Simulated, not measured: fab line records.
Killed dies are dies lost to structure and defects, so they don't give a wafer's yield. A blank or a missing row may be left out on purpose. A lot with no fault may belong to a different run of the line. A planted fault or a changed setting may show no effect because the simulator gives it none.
Which tool did it? + flow n5_finfet + 13 lots, 35 wafers sampled, at 4 steps of a route of 1938

## WHAT THE GAUGES SHOWED, per wafer
The record holds no reading of a measuring or inspecting step that can be judged against a usual standard deviation.

## EACH LOT AND THE TOOL THAT RAN IT (in order: tool; ch and the chambers of the sampled wafers; start)
| lot  | N5_BEOL_M10_ALD_74                  | N5_PASSIVATION_AL_ETCH_33         | N5_PASSIVATION_PECVD_35         | N5_PASSIVATION_PROBE_49 |
|------|-------------------------------------|-----------------------------------|---------------------------------|-------------------------|
| L962 | ald_metal-01 ch 1,2,3, day 10 02:06 | rie_metal-02 ch 0,1, day 11 22:56 | pecvd-04 ch 0,2, day 12 00:19   | -                       |
| L963 | ald_metal-01 ch 0,1,2, day 10 10:52 | rie_metal-03 ch 1, day 12 12:05   | pecvd-04 ch 0,1,2, day 12 13:46 | -                       |
| L964 | ald_metal-03 ch 1,2,3, day 10 14:40 | rie_metal-03 ch 0,1, day 12 16:22 | pecvd-01 ch 0,1,2, day 12 17:22 | prober-01, day 12 21:03 |
| L965 | ald_metal-01 ch 0,1,3, day 11 07:49 | rie_metal-03 ch 0,1, day 13 07:37 | pecvd-02 ch 0,1,2, day 13 08:49 | -                       |
| L970 | ald_metal-03 ch 0,1, day 12 12:35   | rie_metal-03 ch 0,1, day 14 13:09 | pecvd-04 ch 0,1,2, day 14 14:17 | prober-01, day 14 21:37 |
| L972 | ald_metal-03 ch 2,3, day 12 21:30   | rie_metal-01 ch 0,1, day 14 17:58 | pecvd-02 ch 1,2, day 14 19:33   | prober-01, day 14 23:21 |
| L978 | ald_metal-02 ch 1,2, day 14 23:57   | rie_metal-01 ch 1, day 16 22:05   | pecvd-02 ch 0, day 16 23:08     | -                       |
| L979 | ald_metal-01 ch 0,3, day 15 00:01   | rie_metal-02 ch 1, day 17 03:19   | pecvd-01 ch 1, day 17 04:43     | -                       |
| L981 | ald_metal-02 ch 0,1,3, day 15 08:17 | rie_metal-02 ch 0,1, day 17 13:19 | pecvd-01 ch 0,1,2, day 17 14:29 | -                       |
| L982 | ald_metal-02 ch 0,2, day 15 08:32   | rie_metal-01 ch 0,1, day 17 13:40 | pecvd-02 ch 0, day 17 14:46     | prober-02, day 17 18:40 |
| L980 | ald_metal-03 ch 0,3, day 15 14:37   | rie_metal-01 ch 0,1, day 17 17:25 | pecvd-01 ch 0,2, day 17 18:36   | -                       |
| L983 | ald_metal-03 ch 2,3, day 16 09:19   | rie_metal-02 ch 0,1, day 18 06:40 | pecvd-01 ch 1,2, day 18 07:52   | -                       |
| L984 | ald_metal-01 ch 0,1,3, day 16 20:44 | rie_metal-01 ch 1, day 18 17:56   | pecvd-01 ch 0,2, day 18 19:04   | -                       |
- N5_BEOL_M10_ALD_74: deposits TaN, target thk 2 nm, pulse time 2 s, purge time 3 s.
- N5_PASSIVATION_AL_ETCH_33: etches Al in Cl2/BCl3, stops on TaN, target depth 2800 nm, time 466.7 s.
- N5_PASSIVATION_PECVD_35: deposits SiNx from SiH4/NH3/N2, target thk 700 nm, time 151.3 s.
- N5_PASSIVATION_PROBE_49

## AS READ BY THE TOOLS THEMSELVES (means over the sampled wafers that have a number; for cases with no such wafer, the mark the record gives instead)
N5_BEOL_M10_ALD_74.
| lot  | tool         | heater_power_w (W) | precursor_vessel_pressure_torr (Torr) |
|------|--------------|--------------------|---------------------------------------|
| L962 | ald_metal-01 | 433                | 26.25                                 |
| L963 | ald_metal-01 | 434                | 26.24                                 |
| L964 | ald_metal-03 | 438                | 26.32                                 |
| L965 | ald_metal-01 | 430                | 26.24                                 |
| L970 | ald_metal-03 | 452                | 26.30                                 |
| L972 | ald_metal-03 | 424                | 26.23                                 |
| L978 | ald_metal-02 | 462                | 26.21                                 |
| L979 | ald_metal-01 | 424                | 26.23                                 |
| L981 | ald_metal-02 | 395                | 26.26                                 |
| L982 | ald_metal-02 | 412                | 26.23                                 |
| L980 | ald_metal-03 | 456                | 26.26                                 |
| L983 | ald_metal-03 | 424                | 26.32                                 |
| L984 | ald_metal-01 | 432                | 26.23                                 |

N5_PASSIVATION_AL_ETCH_33.
| lot  | tool         | drypump_motor_current_A (A) | he_backside_leak_sccm (sccm) | oes_product_au (a.u.) | throttle_valve_pct (%) |
|------|--------------|-----------------------------|------------------------------|-----------------------|------------------------|
| L962 | rie_metal-02 | 5.1                         | 3.4                          | 0.68                  | 34.6                   |
| L963 | rie_metal-03 | 6.0                         | 3.0                          | 0.69                  | 33.5                   |
| L964 | rie_metal-03 | 5.9                         | 3.0                          | 0.77                  | 33.8                   |
| L965 | rie_metal-03 | 5.7                         | 3.0                          | 0.81                  | 34.0                   |
| L970 | rie_metal-03 | 5.7                         | 3.1                          | 0.78                  | 34.1                   |
| L972 | rie_metal-01 | 5.7                         | 3.4                          | 0.62                  | 34.6                   |
| L978 | rie_metal-01 | 5.3                         | 3.6                          | 0.69                  | 34.2                   |
| L979 | rie_metal-02 | 5.0                         | 3.5                          | 0.69                  | 34.8                   |
| L981 | rie_metal-02 | 5.2                         | 3.3                          | 0.81                  | 33.9                   |
| L982 | rie_metal-01 | 5.6                         | 3.5                          | 0.76                  | 34.1                   |
| L980 | rie_metal-01 | 5.7                         | 4.1                          | 0.78                  | 34.1                   |
| L983 | rie_metal-02 | 5.2                         | 3.3                          | 0.77                  | 34.1                   |
| L984 | rie_metal-01 | 5.3                         | 3.7                          | 0.68                  | 34.3                   |

N5_PASSIVATION_PECVD_35.
| lot  | tool     | heater_power_w (W) | showerhead_plenum_p_Torr (Torr) | throttle_valve_pct (%) |
|------|----------|--------------------|---------------------------------|------------------------|
| L962 | pecvd-04 | 395                | 8.65                            | 26.7                   |
| L963 | pecvd-04 | 368                | 8.62                            | 27.2                   |
| L964 | pecvd-01 | 296                | 8.73                            | 28.6                   |
| L965 | pecvd-02 | 361                | 8.66                            | 29.9                   |
| L970 | pecvd-04 | 370                | 8.61                            | 27.4                   |
| L972 | pecvd-02 | 400                | 8.68                            | 30.0                   |
| L978 | pecvd-02 | 356                | 8.65                            | 29.5                   |
| L979 | pecvd-01 | 370                | 8.73                            | 28.2                   |
| L981 | pecvd-01 | 279                | 8.71                            | 28.6                   |
| L982 | pecvd-02 | 342                | 8.64                            | 29.4                   |
| L980 | pecvd-01 | 303                | 8.70                            | 28.8                   |
| L983 | pecvd-01 | 386                | 8.70                            | 28.3                   |
| L984 | pecvd-01 | 273                | 8.69                            | 28.9                   |

N5_PASSIVATION_PROBE_49.
| lot  | tool      | defect_limited_yield (%) | killed_at_M0_to_M3 | killed_at_M4_up | killed_at_contacts | killed_at_front_end | killed_at_other | killed_dies | killed_on_rim | killed_open | killed_short | sort_bin_4_leakage (%) | sort_bin_5_function (%) | sort_bin_6_memory (%) | sort_bin_8_speed (%) | sort_n_pass | sort_yield_pct (%) |
|------|-----------|--------------------------|--------------------|-----------------|--------------------|---------------------|-----------------|-------------|---------------|-------------|--------------|------------------------|-------------------------|-----------------------|----------------------|-------------|--------------------|
| L964 | prober-01 | 93.5                     | 25                 | 11              | 16                 | 24                  | 1               | 76          | 6             | 52          | 23           | 0.03                   | 3.9                     | 2.3                   | 0.0                  | 1103        | 93.5               |
| L970 | prober-01 | 81.9                     | 20                 | 154             | 10                 | 26                  | 3               | 214         | 15            | 49          | 22           | 0.06                   | 10.3                    | 3.9                   | 0.0                  | 966         | 81.8               |
| L972 | prober-01 | 81.8                     | 26                 | 138             | 15                 | 30                  | 6               | 215         | 25            | 56          | 29           | 0.00                   | 10.5                    | 3.8                   | 0.0                  | 965         | 81.8               |
| L982 | prober-02 | 91.0                     | 28                 | 14              | 14                 | 44                  | 7               | 106         | 16            | 67          | 39           | 0.00                   | 4.8                     | 3.7                   | 0.0                  | 1074        | 91.0               |

## THE ANSWER, worked out from the rows above alone
Rule: the usual values come from the lots themselves. Put in order of their means at a reading, lots are off if they are a third of the lots or fewer, leave a main group of 4 or more, and stand apart from it by a gap of 3 or more times the standard deviation of the main group's means; of several such gaps the widest counts. The tables above print the reading to a certain number of digits; a main group whose means all agree to those digits is not used. A lot without any number at a reading at which 4 lots or more have one is off too. The other lots that the step has rows for count as sound. The gauges are gone through in route order, then the tools' own readings, and for those a lot's mean is taken as printed above. At the first step where some lot is off, the reading lying furthest off is the one used; lots without a number count as furthest.
No lot is off at any reading shown: from this, nothing can be told.

## WHAT THE SIMULATOR PUT IN
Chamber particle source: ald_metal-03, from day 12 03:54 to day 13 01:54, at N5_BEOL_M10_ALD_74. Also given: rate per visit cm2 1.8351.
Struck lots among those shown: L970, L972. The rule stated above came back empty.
